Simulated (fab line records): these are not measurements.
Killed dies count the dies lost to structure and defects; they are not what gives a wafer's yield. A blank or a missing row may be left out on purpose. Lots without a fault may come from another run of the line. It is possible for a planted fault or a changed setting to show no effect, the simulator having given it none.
Which tool did it?    flow nandHarc    Sampling: 12 lots, 36 wafers, 5 of 1159 route steps

== WHAT THE GAUGES READ, wafer by wafer ==
NHARC_END_SORT_01. Usual: killedAtArray 25, standard deviation 9.8; killedAtOther 0.8, standard deviation 1.1; killedAtPeriphery 3.3, standard deviation 2.1; killedDies 29, standard deviation 10; killedOpen 3.3, standard deviation 1.8; killedShort 1.9, standard deviation 1.4.
lot   measured      on         killedAtArray  killedAtOther  killedAtPeriphery  killedDies  killedOpen  killedShort  flag
L438  day 23 21:04  prober-02  40 39 36       0 0 0          7 5 1              47 44 37    3 3 3       4 4 1        
L437  day 24 19:32  prober-01  19 28 26       2 1 0          0 3 4              21 32 30    2 1 5       3 3 4        

== EACH LOT AND THE TOOL THAT RAN IT (in order: tool; ch and the chambers of the sampled wafers; start) ==
lot   NHARC_A_SLIT_DESCUM_14             NHARC_A_SLIT_ETCH_17             NHARC_A_WL_FILL_ALD_00           NHARC_A_WL_FILL_ETCHBACK_04
L422  rieDiel-12 ch 1,2,3, day 14 14:14  harEtch-01 ch 0,1, day 14 15:43  aldHk-04 ch 1,2, day 15 01:23    rieMetal-03 ch 0,1, day 15 09:12
L426  rieDiel-13 ch 0,1,3, day 14 19:11  harEtch-02 ch 0,1, day 14 20:11  aldHk-04 ch 0,3, day 15 06:19    rieMetal-02 ch 0,1, day 15 13:14
L423  rieDiel-13 ch 0,1,3, day 14 20:07  harEtch-01 ch 0,1, day 14 21:22  aldHk-02 ch 0,2,3, day 15 06:22  rieMetal-01 ch 0,1, day 15 13:41
L424  rieDiel-12 ch 0,2, day 14 21:13    harEtch-02 ch 1, day 14 21:59    aldHk-01 ch 0,1, day 15 06:23    rieMetal-02 ch 0,1, day 15 16:07
L425  rieDiel-13 ch 1,3, day 15 00:06    harEtch-01 ch 0,1, day 15 00:52  aldHk-02 ch 1,2,3, day 15 11:21  rieMetal-02 ch 0,1, day 15 18:56
L428  rieDiel-12 ch 0,2,3, day 15 22:48  harEtch-01 ch 0,1, day 15 23:34  aldHk-01 ch 0,1,3, day 16 10:00  rieMetal-03 ch 0,1, day 17 02:46
L436  rieDiel-13 ch 0,2,3, day 17 21:29  harEtch-01 ch 0,1, day 18 02:35  aldHk-04 ch 0,1,2, day 18 11:08  rieMetal-02 ch 0,1, day 18 19:24
L435  rieDiel-08 ch 1,2,3, day 18 07:05  harEtch-02 ch 0,1, day 18 08:34  aldHk-04 ch 0,1,3, day 18 18:17  rieMetal-01 ch 0,1, day 18 22:37
L438  rieDiel-12 ch 1,2,3, day 18 22:10  harEtch-02 ch 0,1, day 18 22:56  aldHk-04 ch 1,2, day 19 09:20    rieMetal-01 ch 0,1, day 19 13:35
L441  rieDiel-13 ch 0,2,3, day 18 22:12  harEtch-01 ch 0,1, day 18 22:58  aldHk-01 ch 0,1,3, day 19 09:20  rieMetal-02 ch 0,1, day 19 13:34
L443  rieDiel-08 ch 0,1,3, day 18 22:15  harEtch-02 ch 0,1, day 19 00:52  aldHk-01 ch 1,2,3, day 19 09:31  rieMetal-02 ch 0,1, day 19 16:22
L437  rieDiel-12 ch 0,1,3, day 19 00:00  harEtch-01 ch 0, day 19 02:17    aldHk-01 ch 1,2,3, day 19 12:40  rieMetal-02 ch 0,1, day 20 00:19
- NHARC_A_SLIT_DESCUM_14: chemistry O2, time 3 s.
- NHARC_A_SLIT_ETCH_17: etches the open film in C4F8/O2/Ar, time 1687.5 s, target depth 10100 nm.
- NHARC_A_WL_FILL_ALD_00: deposits Al2O3, target thk 3 nm, pulse time 3 s, ald cycles 30.
- NHARC_A_WL_FILL_ETCHBACK_04: etches the open film in NF3, target depth 60 nm, time 120 s.

== WHAT THE TOOLS THEMSELVES READ (means of the sampled wafers that have a number; where no wafer has one, the mark that the record gives instead) ==
NHARC_A_SLIT_DESCUM_14. Usual: drypumpMotorCurrentA 5.9 A, standard deviation 0.35; oesProductAu 0.998 a.u., standard deviation 0.0065; rfVppV 57.7 V, standard deviation 0.84; showerheadPlenumPTorr 1.89 Torr, standard deviation 0.075; throttleValvePct 11.310 %, standard deviation 0.0099.
lot   tool        drypumpMotorCurrentA (A)  oesProductAu (a.u.)  rfVppV (V)  showerheadPlenumPTorr (Torr)  throttleValvePct (%)  flag
L422  rieDiel-12  6.0                       1.000                56.9        1.84                          11.307                
L426  rieDiel-13  6.0                       0.997                58.2        1.91                          11.299                
L423  rieDiel-13  5.9                       0.998                57.9        1.91                          11.309                
L424  rieDiel-12  6.2                       1.001                57.8        1.90                          11.312                
L425  rieDiel-13  6.0                       1.002                58.0        1.86                          11.308                
L428  rieDiel-12  6.3                       0.997                58.5        1.86                          11.307                
L436  rieDiel-13  6.1                       0.996                57.6        1.92                          11.308                
L435  rieDiel-08  5.6                       0.995                56.5        1.88                          11.307                
L438  rieDiel-12  6.0                       1.001                57.5        1.84                          11.307                
L441  rieDiel-13  6.2                       0.993                57.2        1.92                          11.304                
L443  rieDiel-08  5.5                       1.004                57.1        1.89                          11.315                
L437  rieDiel-12  5.9                       0.998                58.1        1.83                          11.305                

NHARC_A_SLIT_ETCH_17. Usual: drypumpMotorCurrentA 6.0 A, standard deviation 0.58; showerheadPlenumPTorr 3.78 Torr, standard deviation 0.042; throttleValvePct 32.047 %, standard deviation 0.009.
lot   tool        drypumpMotorCurrentA (A)  showerheadPlenumPTorr (Torr)  throttleValvePct (%)  flag
L422  harEtch-01  6.4                       3.80                          32.051                
L426  harEtch-02  5.3                       3.80                          32.033                
L423  harEtch-01  6.4                       3.80                          32.043                
L424  harEtch-02  5.4                       3.71                          32.050                
L425  harEtch-01  6.4                       3.80                          32.044                
L428  harEtch-01  6.3                       3.79                          32.042                
L436  harEtch-01  6.5                       3.78                          32.052                
L435  harEtch-02  5.3                       3.78                          32.041                
L438  harEtch-02  5.3                       3.73                          32.049                
L441  harEtch-01  6.3                       3.77                          32.043                
L443  harEtch-02  5.3                       3.73                          32.046                
L437  harEtch-01  6.7                       3.77                          32.046                

NHARC_A_WL_FILL_ALD_00. Usual: heaterPowerW 466 W, standard deviation 41; precursorPulseHeightRel 0.998, standard deviation 0.02.
lot   tool      heaterPowerW (W)  precursorPulseHeightRel  flag
L422  aldHk-04  446               0.995                    
L426  aldHk-04  479               0.993                    
L423  aldHk-02  492               0.990                    
L424  aldHk-01  513               1.008                    
L425  aldHk-02  452               1.007                    
L428  aldHk-01  497               0.986                    
L436  aldHk-04  435               0.994                    
L435  aldHk-04  455               1.004                    
L438  aldHk-04  447               1.004                    
L441  aldHk-01  490               1.009                    
L443  aldHk-01  472               0.982                    
L437  aldHk-01  466               0.992                    

NHARC_A_WL_FILL_ETCHBACK_04. Usual: drypumpMotorCurrentA 5.8 A, standard deviation 0.48; oesProductAu 1.002 a.u., standard deviation 0.007; runLengthS 141.4 s, standard deviation 0.37.
lot   tool         drypumpMotorCurrentA (A)  oesProductAu (a.u.)  runLengthS (s)  flag
L422  rieMetal-03  6.6                       0.999                141.5           
L426  rieMetal-02  5.5                       1.002                141.3           
L423  rieMetal-01  5.8                       0.999                141.2           
L424  rieMetal-02  5.4                       1.010                141.6           
L425  rieMetal-02  5.4                       1.007                141.6           
L428  rieMetal-03  6.3                       1.001                146.8           OFF
L436  rieMetal-02  5.4                       0.993                141.6           
L435  rieMetal-01  5.8                       1.010                141.4           
L438  rieMetal-01  5.8                       1.009                141.1           
L441  rieMetal-02  5.4                       1.001                141.4           
L443  rieMetal-02  5.5                       1.005                141.3           
L437  rieMetal-02  5.4                       0.999                141.8           

== THE ANSWER, worked out from the rows above alone ==
Rule: a lot counts as off when the mean over its wafers that have a number is more than 3 standard deviations away from the usual mean. A lot without any number at a reading at which 4 lots or more have one is off too. Any other lot the step has rows for is counted as sound. Order of review: gauges by route order, followed by the tools' own readings, for which a lot's mean as printed above is used. At the first step where some lot is off, the reading lying furthest off is the one used; lots without a number count as furthest.
Off: L428 (NHARC_A_WL_FILL_ETCHBACK_04, runLengthS).
A tool fits if, at that step or a process step before it, it ran every lot that is off, and no sound lot after the first of them. One candidate fits, namely rieMetal-03 at NHARC_A_WL_FILL_ETCHBACK_04. Its last sound lot is L422 (day 15 09:12), its first lot that is off L428 (day 17 02:46): a fault that began between those two fits.
On the lots that are off, the tool's own readings at NHARC_A_WL_FILL_ETCHBACK_04 differ by more than 5 times the standard deviation of the sound lots' means, which bears it out; runLengthS reads 146.8 s there versus 141.4 s on the sound lots.

== WHAT WAS PUT IN BY THE SIMULATOR ==
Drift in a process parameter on rieMetal-03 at NHARC_A_WL_FILL_ETCHBACK_04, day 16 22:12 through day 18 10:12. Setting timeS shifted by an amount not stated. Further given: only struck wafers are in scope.
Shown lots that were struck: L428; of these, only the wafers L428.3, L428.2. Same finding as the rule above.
